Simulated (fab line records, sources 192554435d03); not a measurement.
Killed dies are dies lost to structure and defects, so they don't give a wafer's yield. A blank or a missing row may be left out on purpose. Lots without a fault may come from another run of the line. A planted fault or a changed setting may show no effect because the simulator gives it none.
One fault seen from 2 desks | flow n5_finfet | each desk has only its own numbers; what lay behind them comes last

THE TOOL OWNER'S DESK: rie_diel-01
The tool's own readings at N5_BEOL_M9_TRENCH_ETCH_37 (etches SiCOH lowk in C4F6/O2, target depth 151.43 nm, time 49 s): means of the sampled wafers that have a number, for each lot that ran on this tool. A lot is out of limits, marked OUT, if its mean lies more than 4 standard deviations from the usual mean; the brackets give that distance.
Columns: A = bias_w at N5_BEOL_M9_TRENCH_ETCH_37, usual 185.0 W; B = drypump_motor_current_A at N5_BEOL_M9_TRENCH_ETCH_37, usual 5.7 A; C = oes_product_au at N5_BEOL_M9_TRENCH_ETCH_37, usual 0.81 a.u.; D = rf_vpp_V at N5_BEOL_M9_TRENCH_ETCH_37, usual 668 V; E = showerhead_plenum_p_Torr at N5_BEOL_M9_TRENCH_ETCH_37, usual 2.86 Torr; F = throttle_valve_pct at N5_BEOL_M9_TRENCH_ETCH_37, usual 20.83 %
lot  | first seen here | A     | B   | C    | D   | E    | F
L832 | day 9 18:53     | 184.7 | 5.4 | 0.84 | 671 | 2.89 | 20.85
L833 | day 10 11:38    | 185.7 | 5.5 | 0.84 | 675 | 2.88 | 20.89
L841 | day 12 02:15    | 184.3 | 5.7 | 0.76 | 674 | 2.87 | 20.87
L844 | day 12 23:33    | 184.2 | 5.3 | 0.72 | 667 | 2.79 | 20.75
L842 | day 13 03:49    | 185.0 | 5.3 | 0.75 | 666 | 2.87 | 20.86
This desk's finding: nothing out of limits on any of the 5 lots.

THE METROLOGY DESK
What the gauges read, lot by lot, whatever tool the lot ran on: means of the sampled wafers that have a number. A lot is out of limits, marked OUT, if its mean lies more than 4 standard deviations from the usual mean; the brackets give that distance. Of its 26 readings 7 are shown: the one that was out of limits first, and those that lie furthest out on some lot.
Columns: A = trench_depth_nm at N5_BEOL_M9_OCD_MEAS_38, usual 152.2 nm; B = M9_THK at N5_BEOL_M9_THK_MEAS_53, usual 142.0 nm; C = M9_RS at N5_BEOL_M9_RS_MEAS_57, usual 0.1503 ohm/sq; D = COMB_M11 at N5_BEOL_M15_RC_MEAS_101, usual 1.4e-11 S/m; E = SERP_M5 at N5_BEOL_M15_RC_MEAS_101, usual 38.3 ohm/um; F = SERP_M9 at N5_BEOL_M15_RC_MEAS_101, usual 3.06 ohm/um; G = SERP_M9_max_site at N5_BEOL_M15_RC_MEAS_101, usual 3.14 ohm/um
lot  | first seen here | A                | B                | C                 | D       | E    | F               | G
L832 | day 9 19:03     | 152.4            | 139.8            | 0.1519            | 1.6e-11 | 41.6 | 3.12            | 3.19
L833 | day 10 11:49    | 151.7            | 141.9            | 0.1510            | 1.6e-11 | 38.9 | 3.06            | 3.18
L841 | day 12 02:26    | 137.1 (-7.2) OUT | 128.0 (-5.6) OUT | 0.1733 (+8.5) OUT | 2.0e-11 | 39.0 | 3.55 (+7.3) OUT | 3.64 (+6.5) OUT
L844 | day 12 23:43    | 137.6 (-7.0) OUT | 125.8 (-6.5) OUT | 0.1724 (+8.2) OUT | 1.3e-11 | 37.8 | 3.52 (+6.8) OUT | 3.60 (+5.9) OUT
L842 | day 13 03:59    | 137.8 (-6.9) OUT | 126.8 (-6.1) OUT | 0.1739 (+8.7) OUT | 1.2e-11 | 38.4 | 3.61 (+8.1) OUT | 3.76 (+7.9) OUT
L849 | day 13 19:14    | 152.8            | 144.5            | 0.1483            | 1.6e-11 | 38.5 | 3.03            | 3.13
L855 | day 15 21:25    | 152.1            | 142.1            | 0.1492            | 1.5e-11 | 37.5 | 3.08            | 3.12
This desk's finding: out of limits on L841, L842, L844; first on L841, day 12 02:26 (trench_depth_nm at N5_BEOL_M9_OCD_MEAS_38). In limits: L832, L833, L849, L855.

PUT TOGETHER
The metrology desk could have raised an alarm at day 12 02:26, on L841, L842, L844.
The tool owner's desk saw nothing out of limits.
The tool owner's desk has L841, L842, L844 on record, within its limits.
Of the lots named, all ran N5_BEOL_M9_TRENCH_ETCH_37 on rie_diel-01.

WHAT THE SIMULATOR HAD PUT IN
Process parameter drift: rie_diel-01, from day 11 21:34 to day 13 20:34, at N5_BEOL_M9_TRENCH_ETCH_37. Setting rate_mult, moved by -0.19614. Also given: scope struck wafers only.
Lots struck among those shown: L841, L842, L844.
Hours from the fault's start to each desk's first reading out of limits: the metrology desk, 5.
